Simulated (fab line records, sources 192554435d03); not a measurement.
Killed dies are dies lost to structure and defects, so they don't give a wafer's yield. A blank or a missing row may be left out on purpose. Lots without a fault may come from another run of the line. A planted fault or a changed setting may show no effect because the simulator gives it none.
Chamber matching | flow n5_finfet | N5_MOL_CONTACT_COAG_ALD_133 on ald_sin-01: 4 sister chambers
The step deposits SiO2, target thk 5 nm, pulse time 1 s, co reactant pulse time 1 s. 16 wafers are shown with their chamber, then 8 later ones without.

WAFERS WITH THEIR CHAMBER
wafer  | chamber | heater_power_w (W) | precursor_pulse_height_rel
L079.3 | 2       | 91                 | 1.007
L079.5 | 1       | 65                 | 0.956
L079.6 | 2       | 92                 | 0.958
L081.1 | 3       | 76                 | 1.016
L081.2 | 0       | 70                 | 1.001
L081.6 | 2       | 92                 | 1.007
L082.1 | 2       | 93                 | 1.032
L082.3 | 1       | 65                 | 0.981
L082.4 | 0       | 73                 | 1.025
L084.3 | 1       | 66                 | 0.975
L084.5 | 3       | 76                 | 1.033
L084.6 | 0       | 71                 | 1.013
L086.1 | 2       | 91                 | 1.008
L086.2 | 0       | 70                 | 1.006
L086.3 | 1       | 64                 | 0.989
L091.3 | 2       | 92                 | 1.027

SIGNATURES (means of the wafers above)
reading                    | chamber 0 | chamber 1 | chamber 2 | chamber 3 | scatter within a chamber
heater_power_w             | 71.00     | 65.00     | 91.83     | 76.00     | 0.95
precursor_pulse_height_rel | 1.01125   | 0.97525   | 1.00650   | 1.02450   | 0.0193
Rule: a wafer's distance from a chamber is the root of the sum, over the readings, of the square of ((its reading less the chamber's mean) divided by the reading's scatter). The wafer belongs to the nearest chamber; if the next one is less than 2 further off, it can't be placed. The scatter: the root of (the sum of the squares of (reading less its chamber's mean) over the shown wafers, divided by (wafers less chambers)).

WAFERS WITHOUT THEIR CHAMBER
wafer  | heater_power_w (W) | precursor_pulse_height_rel
L091.4 | 71                 | 0.994
L091.6 | 88                 | 0.995
L092.2 | 73                 | 1.005
L092.5 | 76                 | 0.998
L092.6 | 93                 | 0.978
L095.3 | 66                 | 0.992
L095.4 | 94                 | 0.994
L095.6 | 76                 | 0.989

WHICH CHAMBER EACH WENT THROUGH
wafer  | from the rows above     | in truth
L091.4 | 0                       | 0
L091.6 | 2                       | 2
L092.2 | can't be placed: 0 or 3 | 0
L092.5 | 3                       | 3
L092.6 | 2                       | 2
L095.3 | 1                       | 1
L095.4 | 2                       | 2
L095.6 | 3                       | 3
Placed correctly: 7 of 8. Can't be placed from these rows: 1 (the true chamber is among the candidates in 1). Placed wrongly: 0.
